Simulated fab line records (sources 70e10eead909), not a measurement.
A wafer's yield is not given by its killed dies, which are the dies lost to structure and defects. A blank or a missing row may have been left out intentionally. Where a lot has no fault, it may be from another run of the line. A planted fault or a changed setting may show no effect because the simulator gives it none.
Chamber matching + flow nand harc + 4 sister chambers for NHARC_A_M0_DESCUM_14 on rie diel-05
The step chemistry O2, time 3 s. 16 wafers are shown with their chamber, then 8 later ones without.

WAFERS PAIRED WITH THEIR CHAMBERS
| wafer  | chamber | drypump motor current A (A) | oes product au (a.u.) | chamber pressure mTorr (mTorr) |
|--------|---------|-----------------------------|-----------------------|--------------------------------|
| L075.1 | 2       | 4.7                         | 1.012                 | 60.00                          |
| L075.2 | 0       | 6.1                         | 1.001                 | 60.01                          |
| L075.6 | 2       | 4.6                         | 1.010                 | 60.00                          |
| L080.4 | 2       | 4.7                         | 1.013                 | 60.01                          |
| L080.5 | 1       | 6.7                         | 0.992                 | 60.06                          |
| L080.6 | 2       | 4.7                         | 1.010                 | 60.04                          |
| L086.3 | 0       | 6.1                         | 0.996                 | 60.03                          |
| L086.4 | 2       | 4.6                         | 1.022                 | 60.00                          |
| L086.5 | 2       | 4.7                         | 1.013                 | 60.02                          |
| L090.1 | 2       | 4.6                         | 1.019                 | 60.00                          |
| L090.5 | 1       | 6.7                         | 0.981                 | 60.14                          |
| L090.6 | 0       | 6.1                         | 0.985                 | 60.06                          |
| L088.1 | 0       | 6.1                         | 0.984                 | 60.04                          |
| L088.5 | 2       | 4.6                         | 1.009                 | 59.93                          |
| L088.6 | 3       | 6.5                         | 0.992                 | 60.06                          |
| L092.1 | 3       | 6.5                         | 0.994                 | 59.96                          |

SIGNATURES (means of the wafers above)
| reading                 | chamber 0 | chamber 1 | chamber 2 | chamber 3 | scatter within a chamber |
|-------------------------|-----------|-----------|-----------|-----------|--------------------------|
| drypump motor current A | 6.100     | 6.700     | 4.650     | 6.500     | 0.0408                   |
| oes product au          | 0.99150   | 0.98650   | 1.01350   | 0.99300   | 0.00593                  |
| chamber pressure mTorr  | 60.0350   | 60.1000   | 60.0000   | 60.0100   | 0.0371                   |
Rule: for each reading, subtract the chamber's mean from the wafer's reading, divide by that reading's scatter and square the result; add these up over the readings and take the root, which gives the wafer's distance from the chamber. If the next closest chamber is less than 2 further off than the closest, the wafer can't be placed; otherwise it belongs to the closest. The scatter: take each reading less its chamber's mean, square it, sum over the shown wafers, divide by the number of wafers less the number of chambers, and take the root.

WAFERS WITH NO CHAMBER GIVEN
| wafer  | drypump motor current A (A) | oes product au (a.u.) | chamber pressure mTorr (mTorr) |
|--------|-----------------------------|-----------------------|--------------------------------|
| L092.3 | 6.1                         | 0.989                 | 60.04                          |
| L092.5 | 4.7                         | 1.012                 | 59.91                          |
| L094.2 | 6.7                         | 0.988                 | 60.01                          |
| L094.4 | 6.5                         | 0.989                 | 59.95                          |
| L094.5 | 6.5                         | 0.989                 | 60.01                          |
| L093.2 | 4.7                         | 1.023                 | 60.01                          |
| L093.3 | 6.1                         | 1.001                 | 60.04                          |
| L093.6 | 6.5                         | 1.002                 | 60.07                          |

CHAMBER TAKEN BY EACH
| wafer  | from the rows above | in truth |
|--------|---------------------|----------|
| L092.3 | 0                   | 0        |
| L092.5 | 2                   | 2        |
| L094.2 | 1                   | 1        |
| L094.4 | 3                   | 3        |
| L094.5 | 3                   | 3        |
| L093.2 | 2                   | 2        |
| L093.3 | 0                   | 0        |
| L093.6 | 3                   | 3        |
Placed correctly: 8 of 8. Left unplaced by these rows: 0. Wrongly placed: 0.
